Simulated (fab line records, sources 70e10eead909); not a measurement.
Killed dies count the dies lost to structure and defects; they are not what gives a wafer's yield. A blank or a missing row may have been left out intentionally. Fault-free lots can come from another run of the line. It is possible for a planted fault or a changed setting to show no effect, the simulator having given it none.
Which of the tools did it? -- flow nandHarc -- 36 wafers from 12 lots sampled at 5 of the route's 1302 steps

== WHAT THE GAUGES SHOWED, per wafer ==
NHARC_A_DECK1_JOINT_THK_MEAS_17: measures by ellipsometry. Usual: thkNm at 45.1 nm, with a standard deviation of 1.1.
lot,measured,on,thkNm (nm),flag
L146,day 12 15:33,filmMetro-01,44.6 44.3 46.6,
L148,day 13 01:13,filmMetro-02,44.5 43.6 44.9,
L149,day 13 14:28,filmMetro-01,45.0 46.0 46.1,
L150,day 14 02:33,filmMetro-02,43.3 43.1 44.6,
L151,day 14 02:43,filmMetro-01,44.4 44.7 46.2,
L157,day 16 13:33,filmMetro-01,45.1 45.9 44.9,
L156,day 16 13:23,filmMetro-01,43.7 47.5 45.2,
L160,day 18 08:12,filmMetro-02,51.0 51.3 51.2,OFF
L159,day 18 08:02,filmMetro-01,45.9 43.6 46.1,
L161,day 18 08:01,filmMetro-02,48.0 49.0 49.2,OFF
L165,day 20 03:17,filmMetro-01,43.7 44.5 46.1,
L167,day 21 08:22,filmMetro-01,45.2 46.0 46.4,

NHARC_A_ONON_D2_THK_MEAS_30: measures by ellipsometry. Usual: thkNm at 999 nm, with a standard deviation of 10.
lot,measured,on,thkNm (nm),flag
L146,day 13 04:31,filmMetro-01,1018 1016 1018,
L148,day 13 13:43,filmMetro-01,994 997 995,
L149,day 14 03:52,filmMetro-02,1004 1005 1006,
L150,day 14 15:02,filmMetro-02,994 994 996,
L151,day 14 15:02,filmMetro-01,995 994 996,
L157,day 17 02:17,filmMetro-01,994 991 993,
L156,day 17 02:16,filmMetro-01,1005 1007 1005,
L160,day 18 20:55,filmMetro-01,986 985 984,
L159,day 18 20:54,filmMetro-02,1001 1000 1000,
L161,day 18 20:55,filmMetro-02,998 997 997,
L165,day 20 17:25,filmMetro-02,997 998 997,
L167,day 21 20:59,filmMetro-01,998 998 997,

== EACH LOT AND THE TOOL THAT RAN IT (in order: tool; ch and the chambers of the sampled wafers; start) ==
lot,NHARC_A_CHANNEL_HOLE_D1_ETCH_19,NHARC_A_DECK1_JOINT_CMP_02,NHARC_A_DECK1_JOINT_DEP_16
L146,"harEtch-02 ch 0,1, day 8 23:35","cmp-04 ch 1,2, day 12 14:42","pecvd-02 ch 0,1, day 12 15:18"
L148,"harEtch-01 ch 0,1, day 9 09:42","cmp-04 ch 0,3, day 13 00:34","pecvd-03 ch 0,1, day 13 00:56"
L149,"harEtch-01 ch 0,1, day 9 23:23","cmp-04 ch 0,3, day 13 13:50","pecvd-01 ch 1,2, day 13 14:13"
L150,"harEtch-01 ch 0,1, day 10 08:07","cmp-02 ch 1,3, day 14 01:53","pecvd-03 ch 0,1, day 14 02:17"
L151,"harEtch-02 ch 0,1, day 10 09:32","cmp-03 ch 0,2,3, day 14 01:53","pecvd-02 ch 0,1,2, day 14 02:26"
L157,"harEtch-01 ch 0,1, day 12 19:22","cmp-03 ch 0,1, day 16 12:43","pecvd-02 ch 0,1, day 16 13:20"
L156,"harEtch-01 ch 0,1, day 12 23:34","cmp-04 ch 0,1,3, day 16 12:47","pecvd-02 ch 0,1,2, day 16 13:06"
L160,"harEtch-02 ch 0,1, day 14 12:40","cmp-03 ch 0,1,2, day 18 07:26","pecvd-03 ch 0,1,2, day 18 08:00"
L159,"harEtch-01 ch 0,1, day 14 13:00","cmp-04 ch 2,3, day 18 07:22","pecvd-01 ch 0,2, day 18 07:49"
L161,"harEtch-02 ch 0,1, day 14 16:51","cmp-02 ch 0,1,2, day 18 07:22","pecvd-03 ch 0,1, day 18 07:45"
L165,"harEtch-01 ch 0,1, day 16 06:17","cmp-03 ch 1,2,3, day 20 02:37","pecvd-02 ch 1,2, day 20 03:01"
L167,"harEtch-01 ch 0,1, day 17 10:44","cmp-03 ch 2,3, day 21 07:42","pecvd-01 ch 0,1,2, day 21 08:07"
- NHARC_A_CHANNEL_HOLE_D1_ETCH_19: etches the open film in C4F8/O2/Ar, time 34.5 s.
- NHARC_A_DECK1_JOINT_CMP_02: polishes SiOx.
- NHARC_A_DECK1_JOINT_DEP_16: deposits SiO2, target thk 45 nm.

== AS READ BY THE TOOLS THEMSELVES (means over the sampled wafers that have a number; for cases with no such wafer, the mark the record gives instead) ==
NHARC_A_CHANNEL_HOLE_D1_ETCH_19. Usual: c4f8FlowSccm 28.82 sccm, standard deviation 0.089; drypumpMotorCurrentA 5.4 A, standard deviation 0.61; showerheadPlenumPTorr 3.73 Torr, standard deviation 0.068; throttleValvePct 37.038 %, standard deviation 0.009.
lot,tool,c4f8FlowSccm (sccm),drypumpMotorCurrentA (A),showerheadPlenumPTorr (Torr),throttleValvePct (%),flag
L146,harEtch-02,28.81,6.0,3.71,37.033,
L148,harEtch-01,28.73,4.9,3.77,37.038,
L149,harEtch-01,28.76,5.0,3.77,37.040,
L150,harEtch-01,28.83,5.0,3.76,37.043,
L151,harEtch-02,28.73,6.0,3.70,37.038,
L157,harEtch-01,28.72,4.9,3.74,37.038,
L156,harEtch-01,28.81,5.2,3.74,37.033,
L160,harEtch-02,28.91,6.0,3.67,37.037,
L159,harEtch-01,28.83,5.2,3.73,37.026,
L161,harEtch-02,28.83,5.6,3.73,37.035,
L165,harEtch-01,28.78,5.2,3.71,37.041,
L167,harEtch-01,28.79,4.9,3.70,37.032,

NHARC_A_DECK1_JOINT_CMP_02. Usual: motorCurrentA at 12.2 A, with a standard deviation of 1.3.
lot,tool,motorCurrentA (A),flag
L146,cmp-04,11.4,
L148,cmp-04,12.7,
L149,cmp-04,13.8,
L150,cmp-02,11.0,
L151,cmp-03,13.0,
L157,cmp-03,12.7,
L156,cmp-04,12.5,
L160,cmp-03,12.0,
L159,cmp-04,12.4,
L161,cmp-02,13.3,
L165,cmp-03,11.7,
L167,cmp-03,12.7,

NHARC_A_DECK1_JOINT_DEP_16. Usual: heaterPowerW 504 W, standard deviation 89; rfFwdPowerW 895.9 W, standard deviation 2.7; showerheadVppV 1852 V, standard deviation 120; throttleValvePct 15.8 %, standard deviation 0.51.
lot,tool,heaterPowerW (W),rfFwdPowerW (W),showerheadVppV (V),throttleValvePct (%),flag
L146,pecvd-02,526,895.6,1783,15.8,
L148,pecvd-03,665,895.4,1826,15.9,
L149,pecvd-01,536,899.0,1703,16.1,
L150,pecvd-03,628,895.0,1880,16.0,
L151,pecvd-02,483,897.8,1899,15.8,
L157,pecvd-02,488,896.9,1767,15.9,
L156,pecvd-02,491,895.4,1869,15.9,
L160,pecvd-03,445,1254.4,2225,15.3,OFF
L159,pecvd-01,486,897.3,1793,15.8,
L161,pecvd-03,427,1253.8,2200,15.7,OFF
L165,pecvd-02,416,894.1,1978,15.6,
L167,pecvd-01,526,896.9,1813,16.2,

== THE ANSWER, worked out from the rows above alone ==
Rule: a lot counts as off when the mean over its wafers that have a number is more than 3 standard deviations away from the usual mean. Also off: a lot with no number at a reading for which 4 or more lots have one. All remaining lots with rows at the step are treated as sound. First the gauges in route order, then the tools' own readings, where a lot's mean is used as printed above. At the first step where some lot is off, the reading lying furthest off is the one used; lots without a number count as furthest.
Off, at NHARC_A_DECK1_JOINT_THK_MEAS_17 on thkNm: L160, L161.
A tool fits if, at a process step before that reading, it ran every lot that is off, and no sound lot after the first of them. Not tried: the gauges at NHARC_A_DECK1_JOINT_THK_MEAS_17; whatever is off there is also off at NHARC_A_DECK1_JOINT_DEP_16, on other tools, and gauge error can't account for it. Can't be told from this: 2 tools fit, harEtch-02 at NHARC_A_CHANNEL_HOLE_D1_ETCH_19, pecvd-03 at NHARC_A_DECK1_JOINT_DEP_16.

== WHAT THE SIMULATOR HAD PUT IN ==
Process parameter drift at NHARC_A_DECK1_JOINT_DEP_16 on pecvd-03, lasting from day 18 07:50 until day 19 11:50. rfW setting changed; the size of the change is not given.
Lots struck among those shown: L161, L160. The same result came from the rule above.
